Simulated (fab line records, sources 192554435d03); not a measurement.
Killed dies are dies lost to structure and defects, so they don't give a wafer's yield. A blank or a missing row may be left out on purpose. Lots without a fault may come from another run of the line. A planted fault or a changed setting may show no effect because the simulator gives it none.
Chamber matching | flow n5_finfet | N5_BEOL_M0_DEP_125 on pecvd-01: 3 sister chambers
The step deposits SiCN from 3MS/NH3, target thk 8 nm, time 14 s. 6 wafers are shown with their chamber, then 7 later ones without.

WAFERS WITH THEIR CHAMBER
wafer  | chamber | throttle_valve_pct (%) | showerhead_plenum_p_Torr (Torr)
L078.4 | 0       | 8.4                    | 3.670
L078.6 | 0       | 8.5                    | 3.660
L080.5 | 2       | 8.4                    | 3.645
L080.6 | 1       | 10.2                   | 3.685
L093.1 | 2       | 8.5                    | 3.666
L093.2 | 1       | 10.1                   | 3.670

WAFERS WITHOUT THEIR CHAMBER
wafer  | throttle_valve_pct (%) | showerhead_plenum_p_Torr (Torr)
L093.4 | 10.6                   | 3.671
L092.1 | 10.3                   | 3.679
L092.4 | 10.2                   | 3.683
L092.5 | 8.5                    | 3.657
L097.2 | 8.4                    | 3.674
L097.4 | 10.2                   | 3.678
L097.6 | 8.3                    | 3.670

WHICH CHAMBER EACH WENT THROUGH
wafer  | from the rows above     | in truth
L093.4 | 1                       | 1
L092.1 | 1                       | 1
L092.4 | 1                       | 1
L092.5 | can't be placed: 2 or 0 | 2
L097.2 | can't be placed: 0 or 2 | 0
L097.4 | 1                       | 1
L097.6 | can't be placed: 0 or 2 | 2
Placed correctly: 4 of 7. Can't be placed from these rows: 3 (the true chamber is among the candidates in 3). Placed wrongly: 0.
How it was worked out, from the rows above alone: a wafer's distance from a chamber is the root of the sum, over the readings, of the square of ((its reading less the chamber's mean) divided by the reading's scatter). The wafer belongs to the nearest chamber; if the next one is less than 2 further off, it can't be placed. A chamber's mean is the mean of its shown wafers. The scatter: the root of (the sum of the squares of (reading less its chamber's mean) over the shown wafers, divided by (wafers less chambers)).
